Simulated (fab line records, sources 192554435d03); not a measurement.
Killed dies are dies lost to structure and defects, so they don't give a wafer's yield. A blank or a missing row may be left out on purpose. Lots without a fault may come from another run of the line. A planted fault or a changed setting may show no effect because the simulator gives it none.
Which tool did it? | flow n5_finfet | 24 lots, 72 wafers sampled, at 4 steps of a route of 1938

WHAT THE GAUGES READ, wafer by wafer
N5_MOL_CONTACT_COAG_OVL_MEAS_41. Usual: VD_OVL 0.5 nm, standard deviation 0.8.
lot  | measured     | on         | VD_OVL (nm)    | flag
L074 | day 5 02:16  | overlay-02 | -0.8 -0.4 0.0  |
L075 | day 5 08:22  | overlay-01 | 2.1 0.9 2.0    |
L076 | day 5 21:08  | overlay-02 | 2.0 1.8 0.7    |
L077 | day 5 23:13  | overlay-02 | 0.7 0.9 1.5    |
L078 | day 6 06:16  | overlay-02 | 0.2 0.3 0.4    |
L079 | day 6 08:50  | overlay-01 | 1.3 2.1 1.4    |
L080 | day 6 18:41  | overlay-01 | 0.6 0.3 -0.1   |
L081 | day 7 05:07  | overlay-02 | 1.0 -0.7 1.2   |
L082 | day 7 05:30  | overlay-01 | -0.4 -0.6 0.8  |
L083 | day 7 09:57  | overlay-01 | 0.6 0.3 0.8    |
L084 | day 7 15:16  | overlay-01 | 1.0 0.4 0.8    |
L085 | day 8 04:31  | overlay-01 | 0.3 0.4 -0.4   |
L086 | day 8 05:13  | overlay-02 | -0.1 -0.4 -0.6 |
L087 | day 8 10:50  | overlay-01 | 0.0 -0.2 0.2   |
L089 | day 8 21:59  | overlay-02 | 0.1 0.3 0.1    |
L088 | day 9 04:22  | overlay-01 | 1.2 0.6 1.6    |
L090 | day 9 05:14  | overlay-02 | 2.1 1.5 1.3    |
L091 | day 9 08:07  | overlay-02 | -0.7 -0.5 0.2  |
L092 | day 9 19:44  | overlay-02 | -0.1 1.2 0.6   |
L093 | day 9 23:15  | overlay-01 | -0.2 -1.1 -0.8 |
L094 | day 10 03:02 | overlay-02 | -0.1 -0.6 0.1  |
L095 | day 10 18:04 | overlay-01 | 0.7 2.3 0.3    |
L096 | day 10 18:14 | overlay-01 | 1.2 0.3 0.0    |
L097 | day 11 00:01 | overlay-01 | 0.2 0.4 0.9    |

WHICH TOOL RAN EACH LOT (tool, then ch and the chambers of the sampled wafers, then the start)
lot  | N5_MOL_CONTACT_COAG_ALD_20          | N5_MOL_CONTACT_COAG_PRE_CLEAN_142 | N5_MOL_CONTACT_COAG_CMP_28
L074 | ald_metal-04 ch 0,1,3, day 4 17:12  | pvd_sputter-03, day 4 20:02       | cmp-02 ch 2,3, day 4 22:49
L075 | ald_metal-02 ch 0,1,2, day 4 20:31  | pvd_sputter-01, day 5 01:38       | cmp-02 ch 1,2,3, day 5 04:19
L076 | ald_metal-02 ch 1,2,3, day 5 10:05  | pvd_sputter-03, day 5 14:22       | cmp-01 ch 1,2,3, day 5 18:12
L077 | ald_metal-02 ch 1,3, day 5 12:44    | pvd_sputter-03, day 5 17:32       | cmp-01 ch 0,1, day 5 20:25
L078 | ald_metal-01 ch 1,2,3, day 5 19:56  | pvd_sputter-03, day 6 01:11       | cmp-02 ch 0,1, day 6 03:48
L079 | ald_metal-04 ch 0,1,2, day 5 22:29  | pvd_sputter-02, day 6 03:23       | cmp-01 ch 0,1,2, day 6 06:23
L080 | ald_metal-01 ch 1,2,3, day 6 08:56  | pvd_sputter-01, day 6 13:32       | cmp-03 ch 0,2,3, day 6 16:18
L081 | ald_metal-01 ch 0,3, day 6 15:25    | pvd_sputter-02, day 6 23:43       | cmp-03 ch 0,1,2, day 7 02:31
L082 | ald_metal-02 ch 0,2,3, day 6 20:09  | pvd_sputter-02, day 6 23:52       | cmp-01 ch 0,1,2, day 7 02:51
L083 | ald_metal-04 ch 0,1,2, day 6 23:59  | pvd_sputter-01, day 7 04:27       | cmp-01 ch 1,2, day 7 07:05
L084 | ald_metal-02 ch 0,1,2, day 7 04:26  | pvd_sputter-03, day 7 10:10       | cmp-02 ch 0,1,3, day 7 12:53
L085 | ald_metal-02 ch 1,2, day 7 20:07    | pvd_sputter-01, day 7 23:21       | cmp-01 ch 2,3, day 8 01:59
L086 | ald_metal-04 ch 1,2, day 7 20:25    | pvd_sputter-03, day 7 23:23       | cmp-01 ch 0,2,3, day 8 02:13
L087 | ald_metal-01 ch 2,3, day 8 01:26    | pvd_sputter-01, day 8 05:35       | cmp-03 ch 0,1, day 8 08:18
L089 | ald_metal-02 ch 0,1,3, day 8 11:27  | pvd_sputter-02, day 8 14:50       | cmp-03 ch 0,1,3, day 8 18:11
L088 | ald_metal-02 ch 0,1,3, day 8 17:11  | pvd_sputter-03, day 8 23:04       | cmp-02 ch 2,3, day 9 01:44
L090 | ald_metal-02 ch 1,2,3, day 8 20:02  | pvd_sputter-02, day 8 23:23       | cmp-02 ch 2,3, day 9 02:41
L091 | ald_metal-02 ch 1,2, day 8 22:59    | pvd_sputter-01, day 9 02:40       | cmp-03 ch 1,2,3, day 9 05:25
L092 | ald_metal-04 ch 0,1,3, day 9 09:10  | pvd_sputter-03, day 9 14:06       | cmp-01 ch 0,1,2, day 9 16:55
L093 | ald_metal-04 ch 0,1,2, day 9 14:02  | pvd_sputter-01, day 9 17:53       | cmp-02 ch 0,2, day 9 20:44
L094 | ald_metal-02 ch 1,2,3, day 9 17:30  | pvd_sputter-03, day 9 21:12       | cmp-03 ch 0,2, day 9 23:59
L095 | ald_metal-02 ch 0,3, day 10 04:19   | pvd_sputter-03, day 10 12:19      | cmp-03 ch 0,3, day 10 15:10
L096 | ald_metal-01 ch 0,3, day 10 05:38   | pvd_sputter-02, day 10 12:30      | cmp-03 ch 0,1, day 10 15:22
L097 | ald_metal-01 ch 0,1,2, day 10 13:36 | pvd_sputter-01, day 10 18:43      | cmp-02 ch 1,2,3, day 10 21:20
- N5_MOL_CONTACT_COAG_ALD_20: deposits TiN, target thk 1.5 nm, pulse time 1 s, purge time 3 s.
- N5_MOL_CONTACT_COAG_PRE_CLEAN_142: time 60 s.
- N5_MOL_CONTACT_COAG_CMP_28: polishes, stops on SiNx, t overpolish 0.85 s, target thk 14.522 nm.

WHAT THE TOOLS THEMSELVES READ (means of the sampled wafers that have a number; where no wafer has one, the mark that the record gives instead)
N5_MOL_CONTACT_COAG_ALD_20. Usual: heater_power_w 860 W, standard deviation 80; precursor_pulse_height_rel 0.999, standard deviation 0.018.
lot  | tool         | heater_power_w (W) | precursor_pulse_height_rel | flag
L074 | ald_metal-04 | 878                | 0.999                      |
L075 | ald_metal-02 | 842                | 1.005                      |
L076 | ald_metal-02 | 839                | 1.002                      |
L077 | ald_metal-02 | 847                | 1.019                      |
L078 | ald_metal-01 | 914                | 1.000                      |
L079 | ald_metal-04 | 852                | 0.998                      |
L080 | ald_metal-01 | 896                | 0.998                      |
L081 | ald_metal-01 | 885                | 1.002                      |
L082 | ald_metal-02 | 883                | 1.002                      |
L083 | ald_metal-04 | 852                | 1.005                      |
L084 | ald_metal-02 | 824                | 0.994                      |
L085 | ald_metal-02 | 832                | 1.002                      |
L086 | ald_metal-04 | 789                | 1.023                      |
L087 | ald_metal-01 | 817                | 1.000                      |
L089 | ald_metal-02 | 840                | 1.007                      |
L088 | ald_metal-02 | 840                | 1.004                      |
L090 | ald_metal-02 | 842                | 0.985                      |
L091 | ald_metal-02 | 831                | 1.002                      |
L092 | ald_metal-04 | 880                | 0.981                      |
L093 | ald_metal-04 | 848                | 1.004                      |
L094 | ald_metal-02 | 841                | 0.996                      |
L095 | ald_metal-02 | 882                | 1.012                      |
L096 | ald_metal-01 | 890                | 1.007                      |
L097 | ald_metal-01 | 921                | 0.993                      |

N5_MOL_CONTACT_COAG_PRE_CLEAN_142. Usual: heater_power_w 468 W, standard deviation 37.
lot  | tool           | heater_power_w (W) | flag
L074 | pvd_sputter-03 | 488                |
L075 | pvd_sputter-01 | 452                |
L076 | pvd_sputter-03 | 488                |
L077 | pvd_sputter-03 | 507                |
L078 | pvd_sputter-03 | 498                |
L079 | pvd_sputter-02 | 467                |
L080 | pvd_sputter-01 | 487                |
L081 | pvd_sputter-02 | 447                |
L082 | pvd_sputter-02 | 429                |
L083 | pvd_sputter-01 | 473                |
L084 | pvd_sputter-03 | 489                |
L085 | pvd_sputter-01 | 471                |
L086 | pvd_sputter-03 | 512                |
L087 | pvd_sputter-01 | 455                |
L089 | pvd_sputter-02 | 449                |
L088 | pvd_sputter-03 | 516                |
L090 | pvd_sputter-02 | 452                |
L091 | pvd_sputter-01 | 453                |
L092 | pvd_sputter-03 | 514                |
L093 | pvd_sputter-01 | 452                |
L094 | pvd_sputter-03 | 502                |
L095 | pvd_sputter-03 | 472                |
L096 | pvd_sputter-02 | 452                |
L097 | pvd_sputter-01 | 448                |

N5_MOL_CONTACT_COAG_CMP_28. Usual: motor_current_A 12.6 A, standard deviation 1.1; platen_rpm 51.80 rpm, standard deviation 0.033; slurry_flow_ml_min 150.0, standard deviation 0.43; time_to_endpoint_s 4.7 s, standard deviation 2.
lot  | tool   | motor_current_A (A) | platen_rpm (rpm) | slurry_flow_ml_min | time_to_endpoint_s (s) | flag
L074 | cmp-02 | 13.6                | 51.80            | 149.7              | 4.4                    |
L075 | cmp-02 | 13.0                | 51.82            | 149.9              | 2.9                    |
L076 | cmp-01 | 11.6                | 51.79            | 149.7              | 4.7                    |
L077 | cmp-01 | 11.6                | 51.80            | 149.6              | 7.9                    |
L078 | cmp-02 | 13.7                | 51.75            | 150.1              | 3.5                    |
L079 | cmp-01 | 11.9                | 51.82            | 150.0              | 4.9                    |
L080 | cmp-03 | 12.8                | 51.76            | 149.6              | 7.2                    |
L081 | cmp-03 | 12.5                | 51.80            | 150.2              | 7.7                    |
L082 | cmp-01 | 11.4                | 51.80            | 150.1              | 3.8                    |
L083 | cmp-01 | 11.1                | 51.76            | 149.7              | 4.5                    |
L084 | cmp-02 | 13.2                | 51.81            | 150.0              | 7.1                    |
L085 | cmp-01 | 12.1                | 51.81            | 150.3              | 5.8                    |
L086 | cmp-01 | 11.8                | 51.82            | 150.0              | 5.7                    |
L087 | cmp-03 | 12.9                | 51.77            | 150.2              | 4.6                    |
L089 | cmp-03 | 12.6                | 51.82            | 150.0              | 3.5                    |
L088 | cmp-02 | 13.1                | 51.79            | 150.0              | 5.2                    |
L090 | cmp-02 | 12.9                | 51.80            | 150.3              | 3.1                    |
L091 | cmp-03 | 12.3                | 51.78            | 150.4              | 5.1                    |
L092 | cmp-01 | 11.6                | 51.80            | 150.1              | 5.4                    |
L093 | cmp-02 | 14.8                | 51.81            | 150.4              | 4.7                    |
L094 | cmp-03 | 13.5                | 51.79            | 150.2              | 2.9                    |
L095 | cmp-03 | 13.1                | 51.81            | 149.4              | 3.0                    |
L096 | cmp-03 | 13.4                | 51.79            | 149.9              | 2.4                    |
L097 | cmp-02 | 13.6                | 51.79            | 150.2              | 3.5                    |

THE ANSWER, worked out from the rows above alone
Rule: a lot is off if the mean of its wafers that have a number lies more than 3 standard deviations from the usual mean. A lot without any number at a reading at which 4 lots or more have one is off too. The other lots that the step has rows for count as sound. The gauges are gone through in route order, then the tools' own readings, and for those a lot's mean is taken as printed above. The first step at which some lot is off is used, and at that step the reading that is off furthest; a lot without a number counts as furthest.
No lot is off at any reading shown: from this, nothing can be told.

WHAT THE SIMULATOR HAD PUT IN
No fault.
